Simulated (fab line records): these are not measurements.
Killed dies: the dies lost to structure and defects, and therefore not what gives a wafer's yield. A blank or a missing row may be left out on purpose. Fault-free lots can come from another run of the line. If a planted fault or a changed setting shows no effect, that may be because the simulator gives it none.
fab line records	flow n5-finfet	part 1 of 2: steps 1 to 4 of 6
record: lots: 24	wafers: 72	last-day: 17
route steps=1938 shown BEOL_M4@1023 BEOL_M5@1135
lots that met no fault: taken from a fault-free run of the same line
start-h: hours from the record's first day to the start of the lot's first wafer shown	wait-h: hours elapsed since this lot's preceding step	" repeats the value in the row above	L1.1+2: several wafers, shown together as one row	- no value, or no start was given	* or withheld: withheld	< > ~ a bound
route shown NAME@n: names a module that has steps shown in the file, with the first one's number in the route	usual: mean/standard deviation of fault-free wafers	same: alike in all rows	chamber/n: place in a boat	sites: each site's reading	_std_site: standard deviation across them	_edge_site: inner sites' mean taken away from outer sites' mean	radius-mm: for every site, how far away it sits from the centre of the wafer	mask NAME#n: copy n	behind: the tool/chamber that last shaped the wafer	hold: the reason the lot was held/the length of the hold in hours/how it ended	device: whichever transistor did not switch (one of n, p or np)	end of line: tests run on the same wafers once the route is complete	where a step has no rows: the recipe by itself	killed: the dies lost at the first sort to structure and to defects; this is not the yield of the wafer	map: dies across one wafer; x = killed, . = not, _ = none there
set.NAME: setting as actually run; set.NAME@STEP: the setting as run at that earlier step	model.NAME: the simulator's own value behind a step, which no gauge read
a sample of lots followed through the steps of the route, with each step as a table and each wafer as a row
services: the hour from which a tool's chamber was out of use, counted from the record's first day as start-h (under 0 if before that day), plus the number of hours and why
== steps ==
step: N5_BEOL_M4_PECVD_72
recipe: material: SiO2	target-thk-a: 160	temp-c: 400	precursor: TEOS/O2	pressure-torr: 5.5	rf-w: 450	teos-flow-sccm: 53.8	gas: O2	flow-sccm: 3000	time-s: 18
usual: heater-power-outer-w: 416/56	heater-power-w: 700/100	showerhead-plenum-p-Torr: 8.78/0.079	throttle-valve-pct: 22.6/0.97
lot.wafer	tool	chamber	start-h	wait-h	heater-power-outer-w	heater-power-w	showerhead-plenum-p-Torr	throttle-valve-pct
L074.2	pecvd-03	0	158.51	0.0	411	629	8.88	22.1
L074.5	"	0	"	"	416	627	8.90	22.3
L074.6	"	1	"	"	403	670	8.86	22.6
L077.1	pecvd-02	0	162.33	0.0	342	592	8.73	23.2
L077.3	"	2	"	"	398	664	8.69	23.1
L077.5	"	2	"	"	394	668	8.68	22.8
L075.3	pecvd-03	1	163.52	0.0	396	627	8.87	23.0
L075.4	"	2	"	"	491	794	8.74	21.7
L075.5	"	0	"	"	367	565	8.89	22.2
L076.2	pecvd-01	0	166.67	0.0	439	806	8.76	23.7
L076.4	"	0	"	"	441	791	8.79	23.8
L076.6	"	1	"	"	542	942	8.77	23.8
L079.1	pecvd-03	2	189.27	0.0	448	758	8.74	21.5
L079.4	"	2	"	"	444	761	8.74	21.7
L079.6	"	0	"	"	449	651	8.88	22.1
L080.1	pecvd-03	2	192.10	0.0	444	777	8.74	21.7
L080.3	"	0	"	"	370	544	8.88	22.3
L080.6	"	1	"	"	321	551	8.89	22.9
L078.1	pecvd-03	0	193.16	0.0	448	672	8.87	22.2
L078.3	"	1	"	"	363	585	8.88	23.0
L078.6	"	2	"	"	508	833	8.74	21.6
L081.1	pecvd-02	2	193.84	0.0	317	585	8.69	22.7
L081.4	"	0	"	"	359	598	8.72	23.5
L081.6	"	2	"	"	327	593	8.68	22.9
L082.1	pecvd-03	0	194.87	0.0	444	666	8.88	22.2
L082.4	"	1	"	"	331	574	8.86	23.1
L082.6	"	2	"	"	490	819	8.78	21.7
L083.1	pecvd-01	1	202.79	0.0	565	928	8.77	23.7
L083.2	"	2	"	"	416	689	8.65	21.3
L083.4	"	1	"	"	557	916	8.77	23.9
L084.3	pecvd-03	0	205.04	0.0	438	654	8.87	22.2
L084.5	"	1	"	"	373	616	8.88	23.0
L084.6	"	0	"	"	447	652	8.91	22.1
L085.2	pecvd-03	0	222.63	0.0	360	559	8.90	22.3
L085.4	"	2	"	"	410	696	8.75	21.7
L085.6	"	1	"	"	368	599	8.87	22.8
L086.1	pecvd-03	0	227.04	0.0	432	662	8.89	22.2
L086.2	"	1	"	"	370	631	8.90	23.0
L086.4	"	0	"	"	447	635	8.90	22.3
L087.2	pecvd-03	1	237.35	0.0	382	620	8.86	23.3
L087.5	"	0	"	"	421	644	8.89	22.2
L087.6	"	1	"	"	371	611	8.86	23.0
L088.2	pecvd-03	1	243.23	0.0	389	653	8.91	22.9
L088.3	"	0	"	"	402	615	8.87	22.4
L088.5	"	0	"	"	387	592	8.91	22.3
L090.1	pecvd-01	1	246.82	0.0	481	856	8.76	23.6
L090.3	"	2	"	"	402	703	8.68	21.7
L090.6	"	0	"	"	494	867	8.78	24.0
L089.2	pecvd-02	2	253.50	0.0	382	681	8.68	20.4
L089.3	"	1	"	"	405	749	8.71	24.0
L089.6	"	1	"	"	408	760	8.69	23.8
L091.4	pecvd-02	0	255.64	0.1	294	516	8.73	24.1
L091.5	"	2	"	"	381	674	8.69	20.1
L091.6	"	1	"	"	435	798	8.71	24.0
L092.1	pecvd-01	1	258.95	0.0	543	904	8.76	23.8
L092.4	"	0	"	"	491	849	8.77	23.7
L092.6	"	2	"	"	365	640	8.69	21.8
L093.1	pecvd-01	1	269.42	0.0	554	943	8.75	23.6
L093.4	"	2	"	"	382	665	8.70	21.9
L093.5	"	1	"	"	565	957	8.79	23.5
L094.2	pecvd-03	2	275.55	0.0	415	699	8.74	21.7
L094.3	"	0	"	"	460	685	8.90	22.3
L094.4	"	2	"	"	413	692	8.75	21.7
L095.1	pecvd-03	2	281.95	0.0	410	694	8.74	21.8
L095.3	"	1	"	"	390	640	8.86	23.1
L095.4	"	0	"	"	394	589	8.88	22.2
L096.2	pecvd-02	0	288.74	0.0	380	632	8.72	23.9
L096.3	"	1	"	"	410	743	8.68	24.0
L096.6	"	1	"	"	396	705	8.69	24.1
L097.1	pecvd-01	1	294.28	0.0	478	841	8.78	23.8
L097.4	"	2	"	"	430	733	8.67	21.6
L097.5	"	0	"	"	476	853	8.79	23.9
step: N5_BEOL_M4_CD_MEAS_11
recipe: target-cd-nm: 16.79	landing-energy-ev: 500	detector: se-inlens	polarity: opening
usual: cd-nm: 16.86/0.23
lot.wafer	tool	chamber	start-h	wait-h	cd-nm
L074.2	cd-sem-02	0	161.00	-	16.91
L074.5	"	0	"	"	16.53
L074.6	"	0	"	"	16.87
L077.1	cd-sem-02	0	163.24	-	17.12
L077.3	"	0	"	"	16.72
L077.5	"	0	"	"	16.94
L075.3	cd-sem-02	0	164.60	-	17.09
L075.4	"	0	"	"	16.78
L075.5	"	0	"	"	17.15
L076.2	cd-sem-01	0	168.02	-	16.81
L076.4	"	0	"	"	16.79
L076.6	"	0	"	"	16.75
L079.1	cd-sem-03	0	190.37	-	16.61
L079.4	"	0	"	"	16.73
L079.6	"	0	"	"	16.97
L080.1	cd-sem-02	0	193.20	-	16.74
L080.3	"	0	"	"	17.06
L080.6	"	0	"	"	16.95
L078.1	cd-sem-03	0	193.61	-	16.74
L078.3	"	0	"	"	16.73
L078.6	"	0	"	"	16.63
L081.1	cd-sem-02	0	195.78	-	16.84
L081.4	"	0	"	"	17.05
L081.6	"	0	"	"	16.72
L082.1	cd-sem-02	0	196.20	-	16.63
L082.4	"	0	"	"	16.77
L082.6	"	0	"	"	16.29
L083.1	cd-sem-02	0	203.48	-	16.57
L083.2	"	0	"	"	17.07
L083.4	"	0	"	"	16.85
L084.3	cd-sem-01	0	206.05	-	17.28
L084.5	"	0	"	"	16.75
L084.6	"	0	"	"	17.10
L085.2	cd-sem-02	0	225.21	-	16.81
L085.4	"	0	"	"	16.92
L085.6	"	0	"	"	17.21
L086.1	cd-sem-02	0	229.60	-	17.06
L086.2	"	0	"	"	16.59
L086.4	"	0	"	"	16.47
L087.2	cd-sem-02	0	237.80	-	16.69
L087.5	"	0	"	"	16.76
L087.6	"	0	"	"	16.91
L088.2	cd-sem-03	0	244.03	-	16.94
L088.3	"	0	"	"	17.00
L088.5	"	0	"	"	16.99
L090.1	cd-sem-03	0	248.35	-	16.63
L090.3	"	0	"	"	16.82
L090.6	"	0	"	"	16.66
L089.2	cd-sem-02	0	254.94	-	16.95
L089.3	"	0	"	"	16.83
L089.6	"	0	"	"	16.83
L091.4	cd-sem-03	0	259.02	-	16.92
L091.5	"	0	"	"	16.94
L091.6	"	0	"	"	16.75
L092.1	cd-sem-01	0	259.63	-	16.84
L092.4	"	0	"	"	16.71
L092.6	"	0	"	"	17.15
L093.1	cd-sem-02	0	272.11	-	16.95
L093.4	"	0	"	"	16.90
L093.5	"	0	"	"	16.87
L094.2	cd-sem-01	0	277.85	-	16.74
L094.3	"	0	"	"	16.93
L094.4	"	0	"	"	16.90
L095.1	cd-sem-01	0	283.07	-	16.88
L095.3	"	0	"	"	16.54
L095.4	"	0	"	"	16.93
L096.2	cd-sem-02	0	290.89	-	16.76
L096.3	"	0	"	"	16.38
L096.6	"	0	"	"	16.91
L097.1	cd-sem-02	0	296.91	-	16.94
L097.4	"	0	"	"	16.64
L097.5	"	0	"	"	16.83
step: N5_BEOL_M4_DESCUM_16
recipe: chemistry: O2	time-s: 7	source-power-w: 50	bias-power-w: 20	pressure-mtorr: 20	rf-frequency-hz: 2.712e+07	temp-c: 40	resist: CAR-EUV	o2-flow-sccm: 225
usual: drypump-motor-current-A: 5.8/0.56	oes-product-au: 0.78/0.072	rf-vpp-V: 243.0/1.3	showerhead-plenum-p-Torr: 2.08/0.069	throttle-valve-pct: 20.45/0.27
lot.wafer	tool	chamber	start-h	wait-h	drypump-motor-current-A	oes-product-au	rf-hours-counter-h	rf-vpp-V	showerhead-plenum-p-Torr	throttle-valve-pct
L074.2	rie-diel-06	1	161.12	0.0	5.7	0.75	134	245.8	2.19	20.85
L074.5	"	1	"	"	5.7	0.75	-	244.1	2.19	20.82
L074.6	"	2	"	"	5.9	0.73	-	240.8	2.01	20.25
L077.1	rie-diel-02	2	163.43	0.1	6.5	0.84	82	244.5	2.11	20.51
L077.3	"	1	"	"	5.5	0.70	210	242.0	2.16	20.65
L077.5	"	0	"	"	5.3	0.91	-	242.5	2.05	19.97
L075.3	rie-diel-04	0	164.79	0.1	6.5	0.68	240	243.2	2.07	20.66
L075.4	"	3	"	"	6.0	0.86	-	244.3	2.22	20.31
L075.5	"	0	"	"	6.5	0.69	-	241.7	2.07	20.68
L076.2	rie-diel-06	2	168.36	0.3	6.0	0.73	154	243.2	2.01	20.25
L076.4	"	2	"	"	6.0	0.73	-	242.6	2.01	20.25
L076.6	"	1	"	"	5.7	0.75	-	244.9	2.19	20.83
L079.1	rie-diel-06	1	191.02	0.6	5.7	0.74	145	243.3	2.19	20.84
L079.4	"	0	"	"	6.8	0.78	112	241.8	2.01	20.04
L079.6	"	2	"	"	5.9	0.72	-	240.7	2.00	20.27
L080.1	rie-diel-04	1	194.74	1.5	5.9	0.94	8	241.9	2.05	20.33
L080.3	"	3	"	"	6.0	0.84	65	243.4	2.22	20.34
L080.6	"	3	"	"	6.0	0.82	-	245.0	2.22	20.34
L078.1	rie-diel-06	1	195.28	1.6	5.7	0.74	147	244.3	2.19	20.84
L078.3	"	2	"	"	5.9	0.72	164	241.6	2.00	20.27
L078.6	"	1	"	"	5.7	0.74	-	243.0	2.19	20.83
L081.1	rie-diel-04	3	197.02	1.2	6.0	0.83	66	245.1	2.22	20.33
L081.4	"	3	"	"	6.0	0.83	-	245.8	2.22	20.33
L081.6	"	2	"	"	5.9	0.82	-	242.1	2.03	20.49
L082.1	rie-diel-06	1	198.42	2.1	5.7	0.74	149	244.2	2.19	20.85
L082.4	"	2	"	"	5.9	0.72	166	241.1	2.00	20.27
L082.6	"	1	"	"	5.7	0.74	-	244.7	2.19	20.85
L083.1	rie-diel-02	3	204.00	0.4	5.1	0.67	232	243.1	2.06	20.91
L083.2	"	0	"	"	5.3	0.87	34	242.3	2.05	19.98
L083.4	"	2	"	"	6.4	0.82	91	244.3	2.10	20.51
L084.3	rie-diel-06	3	206.24	0.1	4.9	0.80	104	244.7	2.10	20.52
L084.5	"	0	"	"	6.8	0.78	-	241.4	2.01	20.05
L084.6	"	1	"	"	5.7	0.75	-	243.5	2.19	20.86
L085.2	rie-diel-02	0	225.77	0.5	5.3	0.86	41	241.2	2.05	20.00
L085.4	"	3	"	"	5.1	0.67	240	242.5	2.06	20.90
L085.6	"	0	"	"	5.2	0.86	-	242.4	2.05	20.01
L086.1	rie-diel-02	3	230.13	0.4	5.1	0.66	242	242.8	2.06	20.92
L086.2	"	1	"	"	5.5	0.70	227	245.0	2.15	20.67
L086.4	"	0	"	"	5.2	0.87	43	243.3	2.05	20.00
L087.2	rie-diel-02	0	237.95	0.1	5.3	0.85	46	243.3	2.05	20.01
L087.5	"	0	"	"	5.3	0.86	-	243.1	2.05	20.01
L087.6	"	3	"	"	5.1	0.66	-	242.4	2.06	20.91
L088.2	rie-diel-04	3	244.16	0.0	6.0	0.81	85	246.5	2.21	20.37
L088.3	"	0	"	"	6.5	0.94	13	243.4	2.06	20.33
L088.5	"	1	"	"	5.9	0.90	-	244.1	2.04	20.34
L090.1	rie-diel-06	1	248.47	0.0	5.7	0.73	166	243.8	2.18	20.87
L090.3	"	2	"	"	5.9	0.71	183	240.9	2.00	20.31
L090.6	"	3	"	"	4.9	0.78	-	243.4	2.10	20.54
L089.2	rie-diel-02	0	255.68	0.7	5.2	0.85	53	240.8	2.04	20.01
L089.3	"	2	"	"	6.5	0.80	111	242.7	2.10	20.54
L089.6	"	2	"	"	6.5	0.80	-	244.2	2.10	20.53
L091.4	rie-diel-06	3	259.14	0.0	4.9	0.77	123	242.6	2.10	20.55
L091.5	"	2	"	"	6.0	0.70	-	241.0	2.00	20.31
L091.6	"	1	"	"	5.7	0.72	-	243.5	2.18	20.89
L092.1	rie-diel-04	3	259.78	0.1	6.0	0.80	90	245.3	2.21	20.36
L092.4	"	0	"	"	6.5	0.91	20	242.4	2.06	20.33
L092.6	"	1	"	"	6.0	0.89	-	241.8	2.04	20.37
L093.1	rie-diel-02	2	272.41	0.2	6.5	0.80	119	243.6	2.09	20.56
L093.4	"	2	"	"	6.5	0.80	-	243.2	2.09	20.55
L093.5	"	1	"	"	5.5	0.69	-	244.3	2.15	20.70
L094.2	rie-diel-06	0	277.98	0.0	6.9	0.75	145	240.7	2.00	20.08
L094.3	"	3	"	"	4.9	0.77	129	244.3	2.09	20.56
L094.4	"	2	"	"	5.9	0.70	192	242.5	1.99	20.31
L095.1	rie-diel-06	2	283.20	0.0	5.9	0.69	194	242.3	1.99	20.33
L095.3	"	1	"	"	5.7	0.72	178	242.9	2.18	20.90
L095.4	"	3	"	"	4.9	0.77	132	242.9	2.09	20.54
L096.2	rie-diel-04	1	291.06	0.1	5.9	0.87	44	243.0	2.04	20.38
L096.3	"	3	"	"	6.0	0.79	101	245.0	2.20	20.38
L096.6	"	3	"	"	6.0	0.80	-	244.1	2.20	20.40
L097.1	rie-diel-02	3	297.13	0.1	5.1	0.94	11	242.3	2.05	20.59
L097.4	"	2	"	"	6.5	0.78	-	243.5	2.09	20.57
L097.5	"	3	"	"	5.1	0.94	-	243.1	2.05	20.59
step: N5_BEOL_M4_ETCH_63
recipe: chemistry: CF4	target: SiARC	target-depth-a: 156	mask-material: CAR-EUV	time-s: 26	ion-energy-ev: 80	pressure-mtorr: 40	source-w: 545	bias-w: 36	Ar_flow_sccm: 100	cf4-flow-sccm: 100	ends: cleared
usual: drypump-motor-current-A: 5.8/0.56	etch-rf-on-time-s: 26.0/0.46	oes-product-au: 0.67/0.063	rf-vpp-V: 184.0/1.2	showerhead-plenum-p-Torr: 2.13/0.064	throttle-valve-pct: 15.62/0.26
lot.wafer	tool	chamber	start-h	wait-h	drypump-motor-current-A	etch-rf-on-time-s	oes-product-au	rf-hours-counter-h	rf-vpp-V	showerhead-plenum-p-Torr	throttle-valve-pct
L074.2	rie-diel-06	1	161.17	0.0	5.7	25.8	0.65	134	185.6	2.22	15.88
L074.5	"	1	"	"	5.7	26.0	0.64	-	185.9	2.22	15.91
L074.6	"	2	"	"	6.0	26.5	0.62	-	184.1	2.06	15.49
L077.1	rie-diel-02	2	163.48	0.0	6.5	25.6	0.72	82	183.7	2.16	15.70
L077.3	"	1	"	"	5.5	25.8	0.61	210	184.5	2.20	15.87
L077.5	"	0	"	"	5.3	25.3	0.76	-	184.9	2.09	15.06
L075.3	rie-diel-04	0	164.84	0.0	6.6	26.0	0.59	240	183.3	2.12	15.86
L075.4	"	3	"	"	6.0	25.8	0.72	-	185.1	2.26	15.45
L075.5	"	0	"	"	6.5	25.9	0.58	-	182.6	2.12	15.83
L076.2	rie-diel-06	2	168.41	0.0	5.9	26.5	0.62	154	184.4	2.06	15.49
L076.4	"	2	"	"	6.0	26.5	0.62	-	183.2	2.06	15.48
L076.6	"	1	"	"	5.7	26.1	0.64	-	185.8	2.22	15.89
L079.1	rie-diel-06	1	191.07	0.0	5.7	26.1	0.63	145	185.6	2.22	15.92
L079.4	"	0	"	"	6.8	26.3	0.66	112	183.7	2.07	15.38
L079.6	"	2	"	"	6.0	26.3	0.61	-	184.0	2.05	15.49
L080.1	rie-diel-04	1	194.79	0.0	6.0	25.7	0.82	8	184.4	2.10	15.43
L080.3	"	3	"	"	6.0	25.8	0.71	65	185.0	2.26	15.49
L080.6	"	3	"	"	6.0	25.9	0.71	-	184.3	2.26	15.48
L078.1	rie-diel-06	1	195.33	0.0	5.7	26.1	0.64	147	184.2	2.22	15.93
L078.3	"	2	"	"	6.0	26.1	0.61	164	182.6	2.05	15.49
L078.6	"	1	"	"	5.7	25.8	0.64	-	185.7	2.22	15.93
L081.1	rie-diel-04	3	197.07	0.0	6.0	25.4	0.72	66	185.9	2.26	15.49
L081.4	"	3	"	"	6.0	25.6	0.71	-	185.9	2.26	15.49
L081.6	"	2	"	"	5.9	25.7	0.69	-	182.0	2.08	15.59
L082.1	rie-diel-06	1	198.47	0.0	5.7	25.8	0.64	149	184.6	2.22	15.92
L082.4	"	2	"	"	5.9	26.4	0.61	166	183.8	2.05	15.52
L082.6	"	1	"	"	5.7	26.0	0.63	-	185.8	2.22	15.91
L083.1	rie-diel-02	3	204.05	0.0	5.1	26.9	0.56	232	184.6	2.11	16.09
L083.2	"	0	"	"	5.3	25.4	0.75	34	185.0	2.09	15.09
L083.4	"	2	"	"	6.5	25.6	0.70	91	184.9	2.16	15.71
L084.3	rie-diel-06	3	206.29	0.0	4.9	25.9	0.67	104	183.0	2.15	15.67
L084.5	"	0	"	"	6.8	26.8	0.65	-	185.1	2.07	15.36
L084.6	"	1	"	"	5.7	26.5	0.63	-	184.0	2.22	15.92
L085.2	rie-diel-02	0	225.82	0.0	5.3	25.4	0.74	41	184.8	2.09	15.12
L085.4	"	3	"	"	5.1	26.9	0.55	240	182.3	2.11	16.13
L085.6	"	0	"	"	5.2	25.3	0.74	-	183.1	2.09	15.10
L086.1	rie-diel-02	3	230.18	0.0	5.1	27.0	0.56	242	183.6	2.11	16.13
L086.2	"	1	"	"	5.5	26.2	0.60	227	185.0	2.20	15.89
L086.4	"	0	"	"	5.2	25.7	0.73	43	183.7	2.09	15.11
L087.2	rie-diel-02	0	238.00	0.0	5.2	25.9	0.73	46	182.7	2.09	15.11
L087.5	"	0	"	"	5.2	25.8	0.73	-	182.2	2.08	15.10
L087.6	"	3	"	"	5.1	27.1	0.56	-	182.5	2.10	16.13
L088.2	rie-diel-04	3	244.21	0.0	6.0	26.0	0.69	85	183.9	2.25	15.52
L088.3	"	0	"	"	6.5	25.1	0.80	13	182.9	2.11	15.42
L088.5	"	1	"	"	6.0	25.4	0.78	-	182.7	2.09	15.48
L090.1	rie-diel-06	1	248.52	0.0	5.7	26.2	0.62	166	185.8	2.21	15.95
L090.3	"	2	"	"	5.9	26.2	0.61	183	181.7	2.05	15.55
L090.6	"	3	"	"	4.9	25.3	0.67	-	183.9	2.15	15.70
L089.2	rie-diel-02	0	255.73	0.0	5.3	25.3	0.73	53	184.7	2.08	15.14
L089.3	"	2	"	"	6.5	25.3	0.70	111	184.7	2.15	15.74
L089.6	"	2	"	"	6.5	25.7	0.68	-	184.7	2.15	15.74
L091.4	rie-diel-06	3	259.19	0.0	4.9	25.7	0.66	123	183.8	2.15	15.71
L091.5	"	2	"	"	6.0	26.5	0.59	-	184.2	2.05	15.54
L091.6	"	1	"	"	5.7	25.7	0.62	-	185.2	2.21	15.97
L092.1	rie-diel-04	3	259.83	0.0	6.0	25.9	0.69	90	184.4	2.25	15.52
L092.4	"	0	"	"	6.5	25.5	0.78	20	183.2	2.11	15.41
L092.6	"	1	"	"	6.0	25.4	0.76	-	181.7	2.09	15.51
L093.1	rie-diel-02	2	272.46	0.0	6.5	25.8	0.68	119	185.2	2.15	15.74
L093.4	"	2	"	"	6.5	26.0	0.68	-	184.5	2.15	15.76
L093.5	"	1	"	"	5.5	26.3	0.58	-	184.1	2.19	15.93
L094.2	rie-diel-06	0	278.03	0.0	6.8	26.6	0.63	145	182.4	2.06	15.43
L094.3	"	3	"	"	4.9	25.8	0.66	129	183.4	2.15	15.70
L094.4	"	2	"	"	6.0	26.6	0.59	192	183.7	2.04	15.54
L095.1	rie-diel-06	2	283.25	0.0	6.0	26.7	0.59	194	182.2	2.04	15.58
L095.3	"	1	"	"	5.7	26.1	0.61	178	184.7	2.21	15.97
L095.4	"	3	"	"	4.9	25.6	0.66	132	185.2	2.15	15.71
L096.2	rie-diel-04	1	291.12	0.0	5.9	26.0	0.75	44	183.6	2.09	15.51
L096.3	"	3	"	"	6.0	26.3	0.68	101	185.2	2.25	15.55
L096.6	"	3	"	"	6.0	26.3	0.66	-	186.5	2.25	15.57
L097.1	rie-diel-02	3	297.19	0.0	5.1	26.2	0.79	11	185.0	2.10	15.68
L097.4	"	2	"	"	6.5	25.9	0.67	-	182.5	2.14	15.80
L097.5	"	3	"	"	5.1	26.4	0.79	-	184.2	2.10	15.69
